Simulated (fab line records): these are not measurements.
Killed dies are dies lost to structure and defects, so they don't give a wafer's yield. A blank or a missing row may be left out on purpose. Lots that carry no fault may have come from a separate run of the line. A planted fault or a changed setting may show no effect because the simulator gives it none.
Matching of chambers | flow n5-finfet | rie-diel-05 running N5_BEOL_M2_ETCH_74: 4 sister chambers
The step etches underlayer in N2/H2, target depth 6.5 nm, time 5.2 s. 4 wafers are shown with their chamber, then 8 later ones without.

## WAFERS, EACH WITH ITS CHAMBER
wafer  | chamber | drypump-motor-current-A (A)
L078.5 | 3       | 5.4
L079.4 | 1       | 6.5
L079.5 | 2       | 6.2
L080.1 | 0       | 6.5

## WAFERS WITHOUT THEIR CHAMBER
wafer  | drypump-motor-current-A (A)
L080.5 | 5.5
L080.6 | 6.5
L081.4 | 6.3
L081.5 | 6.5
L081.6 | 6.4
L093.1 | 6.3
L093.4 | 6.5
L093.5 | 5.4

## WHICH CHAMBER EACH WENT THROUGH
wafer  | from the rows above          | in truth
L080.5 | 3                            | 3
L080.6 | can't be placed: 0 or 1      | 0
L081.4 | can't be placed: 2 or 0 or 1 | 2
L081.5 | can't be placed: 0 or 1      | 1
L081.6 | can't be placed: 0 or 1 or 2 | 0
L093.1 | can't be placed: 2 or 0 or 1 | 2
L093.4 | can't be placed: 0 or 1      | 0
L093.5 | 3                            | 3
Placed correctly: 2 of 8. From these rows, 6 cannot be placed; in 6 the true chamber is one of the candidates. 0 placed wrongly.
How it was worked out, from the rows above alone: a wafer's distance from a chamber is the root of the sum, over the readings, of the square of ((its reading less the chamber's mean) divided by the reading's scatter). The wafer belongs to the nearest chamber; if the next one is less than 2 further off, it can't be placed. A chamber's mean is the mean of its shown wafers. The scatter: with one shown wafer a chamber, the root of the mean of the squares of how far each hidden wafer lies from its nearest shown one.
